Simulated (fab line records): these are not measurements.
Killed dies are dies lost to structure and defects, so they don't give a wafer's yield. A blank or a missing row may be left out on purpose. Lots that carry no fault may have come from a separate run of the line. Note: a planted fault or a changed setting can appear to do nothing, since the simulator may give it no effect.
fab line records	flow nand_harc
[record] lots = 15	wafers = 45	last_day = 24
route steps=1159 shown P_M0@269
lots that met no fault: taken from a fault-free run of the same line
start_h: hours from the record's opening day to when the first of the lot's shown wafers began	wait_h: how many hours have passed since the lot's step before this one	" repeats the value in the row above	L1.1+2: several wafers, shown together as one row	- no value, or no start given	* or withheld: withheld	< > ~ a bound
route shown NAME@n: a module of which the file shows steps, and the number in the route of the first	usual: mean/standard deviation taken from wafers without a fault	same: alike in all rows	chamber/n: place in a boat	sites: per-site readings	_std_site: the standard deviation of these	_edge_site: mean of outer sites minus mean of inner sites	radius_mm: how far each site lies from the wafer's centre	mask NAME#n: copy n	behind: tool/chamber where the wafer was last shaped	hold: why the lot was held/for how many hours/how that ended	device: whichever transistor did not switch (one of n, p or np)	end of line: at the end of the route, the tests of the same wafers	a step with no rows: only its recipe	killed: dies that structure and defects cost at the first sort, which is not the same as the wafer's yield	map: dies across one wafer; x = killed, . = not, _ = none there
set.NAME: setting as actually run; set.NAME@STEP: the setting as run at that earlier step	model.NAME: the simulator's own value behind a step, which no gauge read
the route's steps for a sample of lots (tables are steps, rows are wafers)
services: a tool's chamber out of use, with start hour (start_h, from the record's first day; less than 0 if before it), hours out, and reason
[[steps]]
[step NHARC_P_M0_CD_MEAS_16]
[usual] cd_nm = 89.9/0.84
lot.wafer	tool	chamber	start_h	wait_h	cd_nm
L681.3	cd_sem-03	-	119.78	-	89.3
L681.4	"	-	"	"	90.3
L681.5	"	-	"	"	90.7
L684.1	cd_sem-01	-	136.63	-	89.1
L684.3	"	-	"	"	91.0
L684.6	"	-	"	"	89.5
L683.1	cd_sem-03	-	137.20	-	89.5
L683.2	"	-	"	"	89.5
L683.4	"	-	"	"	90.6
L685.1	cd_sem-02	-	146.96	-	90.5
L685.3	"	-	"	"	91.0
L685.5	"	-	"	"	90.3
L687.2	cd_sem-03	-	152.06	-	89.8
L687.3	"	-	"	"	89.7
L687.4	"	-	"	"	90.9
L686.1	cd_sem-03	-	152.73	-	88.8
L686.4	"	-	"	"	89.6
L686.5	"	-	"	"	89.9
L692.1	cd_sem-01	-	194.75	-	90.1
L692.3	"	-	"	"	90.7
L692.5	"	-	"	"	89.8
L691.3	cd_sem-01	-	197.85	-	88.6
L691.4	"	-	"	"	89.8
L691.5	"	-	"	"	90.2
L695.4	cd_sem-02	-	204.52	-	88.8
L695.5	"	-	"	"	88.9
L695.6	"	-	"	"	89.0
L696.2	cd_sem-01	-	219.12	-	90.2
L696.4	"	-	"	"	89.9
L696.6	"	-	"	"	91.4
L697.1	cd_sem-03	-	219.50	-	90.6
L697.2	"	-	"	"	90.8
L697.6	"	-	"	"	89.3
L699.1	cd_sem-02	-	226.58	-	89.6
L699.3	"	-	"	"	89.7
L699.5	"	-	"	"	89.2
L700.2	cd_sem-01	-	236.93	-	89.8
L700.4	"	-	"	"	91.2
L700.6	"	-	"	"	90.9
L703.1	cd_sem-01	-	245.58	-	90.8
L703.2	"	-	"	"	90.2
L703.5	"	-	"	"	90.9
L702.3	cd_sem-03	-	246.99	-	89.8
L702.4	"	-	"	"	90.3
L702.5	"	-	"	"	88.8
[step NHARC_P_M0_PRE_CLEAN_29]
[recipe] time_s = 30	temp_c = 280	gas = H2/He
[usual] heater_power_w = 381/28
lot.wafer	tool	chamber	start_h	wait_h	heater_power_w
L681.4	pvd_sputter-02	-	-	-	390
L681.3	"	-	"	"	336
L681.5	"	-	"	"	372
L684.1	pvd_sputter-01	-	-	-	444
L684.3	"	-	"	"	386
L684.6	"	-	"	"	434
L683.1	pvd_sputter-02	-	-	-	404
L683.2	"	-	"	"	332
L683.4	"	-	"	"	377
L685.3	pvd_sputter-02	-	-	-	373
L685.1	"	-	"	"	394
L685.5	"	-	"	"	372
L687.3	pvd_sputter-01	-	-	-	373
L687.2	"	-	"	"	385
L687.4	"	-	"	"	437
L686.1	pvd_sputter-02	-	-	-	377
L686.4	"	-	"	"	411
L686.5	"	-	"	"	370
L692.1	pvd_sputter-03	-	-	-	406
L692.3	"	-	"	"	375
L692.5	"	-	"	"	364
L691.3	pvd_sputter-03	-	-	-	338
L691.4	"	-	"	"	361
L691.5	"	-	"	"	341
L695.4	pvd_sputter-02	-	-	-	399
L695.6	"	-	"	"	370
L695.5	"	-	"	"	377
L696.2	pvd_sputter-03	-	-	-	397
L696.4	"	-	"	"	345
L696.6	"	-	"	"	400
L697.1	pvd_sputter-01	-	-	-	393
L697.2	"	-	"	"	452
L697.6	"	-	"	"	381
L699.3	pvd_sputter-02	-	-	-	404
L699.1	"	-	"	"	344
L699.5	"	-	"	"	373
L700.2	pvd_sputter-03	-	-	-	341
L700.4	"	-	"	"	412
L700.6	"	-	"	"	369
L703.2	pvd_sputter-03	-	-	-	363
L703.1	"	-	"	"	404
L703.5	"	-	"	"	384
L702.3	pvd_sputter-02	-	-	-	357
L702.4	"	-	"	"	364
L702.5	"	-	"	"	399
[step NHARC_P_M0_PVD_20]
[recipe] target_thk_a = 50	bias_v = 168.6	power_w = 15000	chamber_pressure_pa = 0.12	time_s = 8.06	substrate_temp_c = 50	material = TaN
[usual] bias_v = 168.5/1.7	cathode_dc_power_W = 15000/3	throttle_valve_pct = 29.7/0.84
lot.wafer	tool	chamber	start_h	wait_h	bias_v	cathode_dc_power_W	throttle_valve_pct
L681.4	pvd_sputter-02	-	120.50	-	164.7	14999	29.6
L681.3	"	-	"	"	169.6	14995	29.0
L681.5	"	-	"	"	167.2	14997	29.6
L684.1	pvd_sputter-01	-	137.36	-	168.2	14997	29.0
L684.3	"	-	"	"	170.3	15002	30.5
L684.6	"	-	"	"	169.1	15001	30.6
L683.2	pvd_sputter-02	-	137.94	-	167.4	14997	29.0
L683.1	"	-	"	"	167.7	14995	30.0
L683.4	"	-	"	"	169.2	14998	29.5
L685.1	pvd_sputter-02	-	147.69	-	168.7	15004	29.3
L685.3	"	-	"	"	168.0	14996	29.5
L685.5	"	-	"	"	166.4	14998	29.0
L687.3	pvd_sputter-01	-	152.78	-	169.4	14998	29.2
L687.4	"	-	"	"	167.4	15000	30.6
L687.2	"	-	"	"	169.6	14999	30.9
L686.4	pvd_sputter-02	-	153.49	-	165.1	14995	29.9
L686.1	"	-	"	"	165.4	14999	29.2
L686.5	"	-	"	"	166.7	15000	28.9
L692.1	pvd_sputter-03	-	195.49	-	171.1	14997	28.5
L692.3	"	-	"	"	167.1	15002	28.4
L692.5	"	-	"	"	170.0	14997	28.6
L691.3	pvd_sputter-03	-	198.59	-	168.4	14999	28.6
L691.4	"	-	"	"	168.2	14999	30.6
L691.5	"	-	"	"	165.3	14995	28.4
L695.4	pvd_sputter-02	-	205.28	-	169.0	15004	29.3
L695.5	"	-	"	"	168.5	15001	29.1
L695.6	"	-	"	"	169.9	15003	30.0
L696.4	pvd_sputter-03	-	219.86	-	167.1	14996	28.5
L696.2	"	-	"	"	165.7	15001	31.0
L696.6	"	-	"	"	167.3	15002	31.1
L697.2	pvd_sputter-01	-	220.23	-	-	-	-
L697.1	"	-	"	"	-	-	-
L697.6	"	-	"	"	-	-	-
L699.1	pvd_sputter-02	-	227.33	-	-	-	-
L699.3	"	-	"	"	-	-	-
L699.5	"	-	"	"	-	-	-
L700.2	pvd_sputter-03	-	237.67	-	-	-	-
L700.4	"	-	"	"	-	-	-
L700.6	"	-	"	"	-	-	-
L703.1	pvd_sputter-03	-	246.33	-	167.4	15005	30.6
L703.2	"	-	"	"	169.7	14998	28.5
L703.5	"	-	"	"	169.0	14997	30.6
L702.4	pvd_sputter-02	-	247.73	-	169.3	15003	31.0
L702.3	"	-	"	"	169.0	14999	29.5
L702.5	"	-	"	"	167.8	14999	29.2
[step NHARC_P_M0_INSPECT_27]
[usual] raw_defect_count = 290/120
lot.wafer	tool	chamber	start_h	wait_h	raw_defect_count
L681.3	defect_inspect-01	-	121.95	0.0	568
L681.4	"	-	"	"	929
L681.5	"	-	"	"	295
L684.1	defect_inspect-02	-	138.80	0.0	258
L684.3	"	-	"	"	487
L684.6	"	-	"	"	512
L683.1	defect_inspect-02	-	139.49	0.0	296
L683.2	"	-	"	"	174
L683.4	"	-	"	"	278
L685.1	defect_inspect-02	-	149.13	0.0	192
L685.3	"	-	"	"	222
L685.5	"	-	"	"	238
L687.2	defect_inspect-02	-	154.23	0.0	160
L687.3	"	-	"	"	276
L687.4	"	-	"	"	141
L686.1	defect_inspect-01	-	154.93	0.0	269
L686.4	"	-	"	"	252
L686.5	"	-	"	"	259
L692.1	defect_inspect-01	-	196.92	0.0	144
L692.3	"	-	"	"	152
L692.5	"	-	"	"	86
L691.3	defect_inspect-02	-	200.09	0.0	393
L691.4	"	-	"	"	293
L691.5	"	-	"	"	219
L695.4	defect_inspect-01	-	206.81	0.0	230
L695.5	"	-	"	"	261
L695.6	"	-	"	"	228
L696.2	defect_inspect-01	-	221.45	0.0	569
L696.4	"	-	"	"	241
L696.6	"	-	"	"	323
L697.1	defect_inspect-01	-	221.68	0.0	200
L697.2	"	-	"	"	316
L697.6	"	-	"	"	249
L699.1	defect_inspect-01	-	228.78	0.0	367
L699.3	"	-	"	"	383
L699.5	"	-	"	"	244
L700.2	defect_inspect-01	-	239.10	0.0	244
L700.4	"	-	"	"	247
L700.6	"	-	"	"	179
L703.1	defect_inspect-02	-	247.77	0.0	206
L703.2	"	-	"	"	272
L703.5	"	-	"	"	157
L702.3	defect_inspect-01	-	249.22	0.0	160
L702.4	"	-	"	"	295
L702.5	"	-	"	"	236
[[services]]
tool	chamber	start_h	hours	kind
pvd_sputter-03	-	102.07	10.0	pm
pvd_sputter-01	-	120.94	9.4	repair
pvd_sputter-03	-	132.23	4.0	repair
pvd_sputter-01	-	158.00	10.0	pm
pvd_sputter-03	-	181.42	3.0	repair
pvd_sputter-01	-	195.19	0.7	repair
pvd_sputter-01	-	213.99	1.0	repair
[[key]]
[first_sign] step = NHARC_P_M0_PVD_20	reading = tool_record	direction = missing
effect none on later readings
met_at NHARC_P_M0_PVD_20
struck_lots L697,L699,L700
later_rows_left_out L697.1,L697.2,L697.6,L699.1,L699.3,L699.5,L700.2,L700.4,L700.6
sort_left_out L697.1,L697.2,L697.6,L699.1,L699.3,L699.5,L700.2,L700.4,L700.6
not_acting_at NHARC_P_M0_CD_MEAS_16,NHARC_P_M0_PRE_CLEAN_29,NHARC_P_M0_INSPECT_27
onset_between 219.86 220.23
[fault] kind = skipped_step_whole	tool = pvd_sputter-01,pvd_sputter-02,pvd_sputter-03	chamber = -	onset_h = 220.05	steps = NHARC_P_M0_PVD_20	scope = struck_lots_only
// sort_left_out: the simulated sort isn't trusted on such a fault, so these wafers' sort isn't shown, and their yield isn't known
// later_rows_left_out: the simulator's readings of these wafers behind a module that went badly wrong aren't trusted and aren't shown, but for the sort
